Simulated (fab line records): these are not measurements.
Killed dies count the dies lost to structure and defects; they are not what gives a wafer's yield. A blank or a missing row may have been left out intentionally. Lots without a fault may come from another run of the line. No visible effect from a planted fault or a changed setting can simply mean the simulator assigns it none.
Matching of chambers ; flow nand_harc ; 3 sister chambers for NHARC_A_STAIRCASE_DEP_417 on pecvd-02
The step deposits Si3N4, target thk 60 nm. 3 wafers are shown with their chamber, then 8 later ones without.

## EACH WAFER AND ITS CHAMBER
wafer;chamber;heater_power_w (W)
L075.3;1;720
L080.6;0;723
L085.1;2;830

## WAFERS WITHOUT THEIR CHAMBER
wafer;heater_power_w (W)
L085.4;665
L085.5;799
L089.1;848
L089.2;760
L089.5;846
L093.1;893
L093.2;825
L093.6;914

## WHICH CHAMBER EACH WENT THROUGH
wafer;from the rows above;in truth
L085.4;can't be placed: 1 or 0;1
L085.5;can't be placed: 2 or 0 or 1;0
L089.1;2;2
L089.2;can't be placed: 0 or 1 or 2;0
L089.5;2;2
L093.1;2;2
L093.2;2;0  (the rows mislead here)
L093.6;2;2
Placed correctly: 4 of 8. From these rows, 3 cannot be placed; in 3 the true chamber is one of the candidates. Number placed wrongly: 1.
How it was worked out, from the rows above alone: a wafer's distance from a chamber is the root of the sum, over the readings, of the square of ((its reading less the chamber's mean) divided by the reading's scatter). The wafer belongs to the nearest chamber; if the next one is less than 2 further off, it can't be placed. The mean given for a chamber averages the wafers shown for that chamber. The scatter: with one shown wafer a chamber, the root of the mean of the squares of how far each hidden wafer lies from its nearest shown one.
